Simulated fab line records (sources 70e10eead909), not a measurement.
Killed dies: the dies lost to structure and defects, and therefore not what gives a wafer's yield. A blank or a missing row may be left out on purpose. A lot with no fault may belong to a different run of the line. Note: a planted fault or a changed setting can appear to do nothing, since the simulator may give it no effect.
A lot that was struck, set against a sound lot -- flow nandHarc -- 15 out of 1302 route steps
Sound: wafers L986.3, L986.4, L986.6. The struck wafers were L990.3, L990.5, L990.6. At the end, the cause is stated.
At each step with rows: each side's tool, then ch and its chambers, then its first start. Under that, the readings that differ: sound wafers -- struck wafers -- difference of the means -- sigmas: that difference in standard deviations of wafers without a fault.
alike: same words and numbers on both sides, and readings whose means sit less than 2 such deviations apart. not compared: any withheld reading, any reading some wafer has no value for, any bound like >300 that may hide the same value, and any number with overlapping values for which the record gives no deviation.
Wherever a step has rows on one side only, a row that says differs or no value, or a row with sigmas, the two part there. Non-overlapping numbers with no deviation appear without sigmas and do not part them. A reading missing from all wafers of one side parts the sides only when that side holds two or more wafers.

NHARC_P_GATE_CD_MEAS_46: target cd 720 nm.
  sound on cdSem-02 ch 0, day 7 09:29; struck on cdSem-01 ch 0, day 8 20:20
  alike: cdNm
then, 1 step without rows for these wafers: NHARC_P_GATE_HARDBAKE_47 (time 80 s).
NHARC_P_GATE_DESCUM_48: chemistry O2, time 3 s.
  sound on rieDiel-06 ch 1,3, day 7 09:39; struck on rieDiel-06 ch 1,2,3, day 8 20:31
  alike: chamberPressureMTorr, drypumpMotorCurrentA, oesProductAu, rfVppV, showerheadPlenumPTorr, throttleValvePct
  not compared: rfHoursCounterH
next, for these wafers, 1 step has no rows: NHARC_P_GATE_IMPLANT_49.
NHARC_P_GATE_STRIP_111: strips in N2/H2, time 250 s.
  sound on plasmaAsher-01 ch 0,1, day 7 10:06; struck on plasmaAsher-01 ch 0,1, day 8 21:01
  alike: drypumpMotorCurrentA, heaterPowerW
  not compared: rfHoursCounterH
NHARC_P_GATE_STRIP_75: strips in O2.
  sound on plasmaAsher-01 ch 0,1, day 7 10:19; struck on plasmaAsher-01 ch 0,1, day 8 21:11
  alike: drypumpMotorCurrentA, heaterPowerW
  not compared: rfHoursCounterH
then, 6 steps without rows for these wafers: NHARC_P_GATE_STRIP_50 (strips in SPM, time 900 s); NHARC_P_GATE_DEHYDRATE_51 (time 120 s); NHARC_P_GATE_HMDS_52 (time 30 s); NHARC_P_GATE_COAT_53; NHARC_P_GATE_SOFTBAKE_54 (time 95 s); NHARC_P_GATE_EBR_55.
NHARC_P_GATE_EXPOSE_56: exposes mask P PSD, target cd 720 nm.
  sound on krfScanner-02 ch 0, day 7 10:58; struck on krfScanner-02 ch 0, day 8 21:56
reading,sound,struck,difference,sigmas
model.P_GATE.overlayXNm (nm),-3.742 -3.742 -3.742,-81.09 -81.09 -81.09,-77.35,
  alike: mask
then, 1 step without rows for these wafers: NHARC_P_GATE_PEB_57 (peb time 85 s).
-- record jumps: 19 days between struck wafers' starts before vs after; left off in module P_GATE, resumes in module END, first step shown is number 1302 of the route --
NHARC_END_SORT_01:
  here the record holds rows for the struck wafers (prober-02 ch 0, day 27 15:06) but none for the sound ones

== WHERE THEY PART ==
NHARC_END_SORT_01 only, going by this record.

WHY: what had been put in by the simulator
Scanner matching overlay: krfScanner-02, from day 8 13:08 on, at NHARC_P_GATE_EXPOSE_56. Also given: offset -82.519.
